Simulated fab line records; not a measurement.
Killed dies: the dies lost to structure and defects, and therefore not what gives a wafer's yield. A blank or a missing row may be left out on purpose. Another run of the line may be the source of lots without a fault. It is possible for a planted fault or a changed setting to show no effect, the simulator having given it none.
Matching of chambers || flow n5-finfet || 4 sister chambers for N5_BEOL_M7_ETCH_62 on rie-diel-04
The step etches SOC in N2/H2, target depth 110 nm, overetch 22 nm, time 165 s. 4 wafers are shown with their chamber, then 7 later ones without.

== WAFERS, EACH WITH ITS CHAMBER ==
{"wafer": "L090.4", "chamber": 1, "showerhead-plenum-p-Torr (Torr)": 2.56}
{"wafer": "L092.6", "chamber": 0, "showerhead-plenum-p-Torr (Torr)": 2.46}
{"wafer": "L095.1", "chamber": 2, "showerhead-plenum-p-Torr (Torr)": 2.38}
{"wafer": "L095.2", "chamber": 3, "showerhead-plenum-p-Torr (Torr)": 2.42}

== WAFERS MISSING THEIR CHAMBER ==
{"wafer": "L095.3", "showerhead-plenum-p-Torr (Torr)": 2.46}
{"wafer": "L095.4", "showerhead-plenum-p-Torr (Torr)": 2.56}
{"wafer": "L095.5", "showerhead-plenum-p-Torr (Torr)": 2.42}
{"wafer": "L095.6", "showerhead-plenum-p-Torr (Torr)": 2.39}
{"wafer": "L096.1", "showerhead-plenum-p-Torr (Torr)": 2.42}
{"wafer": "L096.3", "showerhead-plenum-p-Torr (Torr)": 2.39}
{"wafer": "L096.4", "showerhead-plenum-p-Torr (Torr)": 2.56}

== CHAMBER TAKEN BY EACH ==
{"wafer": "L095.3", "from the rows above": 0, "in truth": 0}
{"wafer": "L095.4", "from the rows above": 1, "in truth": 1}
{"wafer": "L095.5", "from the rows above": 3, "in truth": 3}
{"wafer": "L095.6", "from the rows above": 2, "in truth": 2}
{"wafer": "L096.1", "from the rows above": 3, "in truth": 3}
{"wafer": "L096.3", "from the rows above": 2, "in truth": 2}
{"wafer": "L096.4", "from the rows above": 1, "in truth": 1}
Correct placement for 7 of the 7. Not placeable from these rows: 0. 0 placed wrongly.
How it was worked out, from the rows above alone: a wafer's distance from a chamber is the root of the sum, over the readings, of the square of ((its reading less the chamber's mean) divided by the reading's scatter). The wafer belongs to the nearest chamber; if the next one is less than 2 further off, it can't be placed. A chamber's mean is the mean of its shown wafers. The scatter (one wafer shown for each chamber): square how far every hidden wafer sits from the nearest shown wafer, average those squares and take the square root.
